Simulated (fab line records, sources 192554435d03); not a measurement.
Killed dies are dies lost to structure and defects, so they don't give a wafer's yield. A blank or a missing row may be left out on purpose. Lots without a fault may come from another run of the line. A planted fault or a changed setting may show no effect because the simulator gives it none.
Problem report in the 8D (eight disciplines) form, filled by code | flow n5_finfet | the parts of the form that need people (team, actions taken, sign-off) are left out

1. THE PROBLEM
IOFF_N at N5_BEOL_M4_RC_MEAS_101 reads a mean of 0.62 nA/um on 3 wafers of 3 lots; wafers without a fault read 0.16 nA/um with a standard deviation of 0.03. That is +15 standard deviations from the usual mean.
First seen on wafer L496.6, day 12 21:18, on prober-02. The record holds 27 wafers of 10 lots with a number at this step. Rule for "out", or "out of limits": more than 4 standard deviations from the usual mean. The other wafers with a number count as sound.

2. WHAT IT IS AND WHAT IT IS NOT
question                    | is                       | is not
which readings at this step | IOFF_N, IOFF_N_85C, SS_N | DIBL_P, IOFF_P, ION_N, ION_P, SS_P, VT_N, VT_P
which lots                  | L496, L497, L498         | L484, L485, L486, L488, L489, L490, L504
which wafers of those lots  | L496.6, L497.4, L498.4   | L496.1, L497.1, L497.2, L498.3
read on which gauges        | prober-01, prober-02     | -
when                        | from day 12 21:18        | up to then (19 sound wafers); but 5 sound wafers of L497, L498, L504 came after

3. SUSPECTS, AND WHAT RULES EACH OUT
Counting: a tool at a process step up to the reading stays a suspect if it ran every lot that is out. Sound lots after the first of them don't rule it out here, since some wafers of a struck lot are sound.
- the gauge at N5_BEOL_M4_RC_MEAS_101: ruled out. The wafers that are out were read on 2 gauges (prober-01, prober-02).
- rie_si-02 at N5_SD_EPI_N_SD_RECESS_17 (chemistry HBr/Cl2/O2, target depth 41 nm, time 23.7 s, bt time 3 s): kept. It ran every lot that is out, first L496 (day 6 07:08); its last sound lot up to then is L490 (day 4 21:49).
Left after counting: rie_si-02 at N5_SD_EPI_N_SD_RECESS_17.

4. THE CAUSE (what the simulator had put in)
Process parameter drift: rie_si-02, from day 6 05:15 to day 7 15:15, at N5_SD_EPI_N_SD_RECESS_17. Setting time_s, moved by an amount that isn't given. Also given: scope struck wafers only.
Counting left only this tool.

5. THE CHAIN OF EFFECTS, in route order
Each row: a reading whose mean over the struck wafers that have a number lies more than 3 standard deviations from the usual. Only readings for which the record gives a usual standard deviation are gone through. hours: the time from each lot's start at the first step in this table that gives one to its start at this step, as a median over the lots. sigmas: the change in usual standard deviations.
hours | step                    | reading        | usual       | on struck wafers | change | sigmas
0     | N5_BEOL_M4_RC_MEAS_101  | CJ_N           | 4.37        | 4.80             | +0.43  | +3.9
0     | N5_BEOL_M4_RC_MEAS_101  | DIBL_N         | 36.3 mV/V   | 43.0             | +6.7   | +3.9
0     | N5_BEOL_M4_RC_MEAS_101  | IOFF_N         | 0.16 nA/um  | 0.62             | +0.46  | +15
0     | N5_BEOL_M4_RC_MEAS_101  | IOFF_N_85C     | 3.2 nA/um   | 9.6              | +6.4   | +13
0     | N5_BEOL_M4_RC_MEAS_101  | SS_N           | 71.5 mV/dec | 82.5             | +11.0  | +18
124   | N5_PASSIVATION_PROBE_49 | sort_n_pass    | 1076        | 255              | -821   | -48
124   | N5_PASSIVATION_PROBE_49 | sort_yield_pct | 91.2 %      | 21.7             | -69.5  | -50
The process steps in it:
- N5_PASSIVATION_PROBE_49

6. WHAT WOULD HAVE CAUGHT IT SOONER
In this record the first reading out of limits at a measuring or inspecting step was taken at day 12 21:18, 160 hours after the fault began at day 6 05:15.
Of the tool readings at N5_SD_EPI_N_SD_RECESS_17 for which the record gives a usual standard deviation, none was out on any struck wafer, so an alarm limit of 4 standard deviations on them would not have fired.
All the lots that are out (3) had begun N5_SD_EPI_N_SD_RECESS_17 on rie_si-02 by day 12 21:18. A hold on the tool at that time would have spared none of them.
